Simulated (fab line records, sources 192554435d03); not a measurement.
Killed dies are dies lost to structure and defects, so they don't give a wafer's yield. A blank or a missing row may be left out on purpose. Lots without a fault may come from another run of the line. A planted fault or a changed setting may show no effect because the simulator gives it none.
Chamber matching | flow n5_finfet | N5_DUMMY_GATE_STRIP_40 on rie_diel-03: 4 sister chambers
The step strips in CF4. 4 wafers are shown with their chamber, then 9 later ones without.

WAFERS WITH THEIR CHAMBER
wafer  | chamber | showerhead_plenum_p_Torr (Torr)
L086.1 | 0       | 1.72
L086.5 | 3       | 1.77
L087.3 | 1       | 1.81
L087.6 | 2       | 1.86

WAFERS WITHOUT THEIR CHAMBER
wafer  | showerhead_plenum_p_Torr (Torr)
L088.2 | 1.77
L088.3 | 1.86
L088.4 | 1.71
L092.3 | 1.86
L092.5 | 1.81
L092.6 | 1.86
L097.3 | 1.76
L097.4 | 1.71
L097.5 | 1.80

WHICH CHAMBER EACH WENT THROUGH
wafer  | from the rows above | in truth
L088.2 | 3                   | 3
L088.3 | 2                   | 2
L088.4 | 0                   | 0
L092.3 | 2                   | 2
L092.5 | 1                   | 1
L092.6 | 2                   | 2
L097.3 | 3                   | 3
L097.4 | 0                   | 0
L097.5 | 1                   | 1
Placed correctly: 9 of 9. Can't be placed from these rows: 0. Placed wrongly: 0.
How it was worked out, from the rows above alone: a wafer's distance from a chamber is the root of the sum, over the readings, of the square of ((its reading less the chamber's mean) divided by the reading's scatter). The wafer belongs to the nearest chamber; if the next one is less than 2 further off, it can't be placed. A chamber's mean is the mean of its shown wafers. The scatter: with one shown wafer a chamber, the root of the mean of the squares of how far each hidden wafer lies from its nearest shown one.
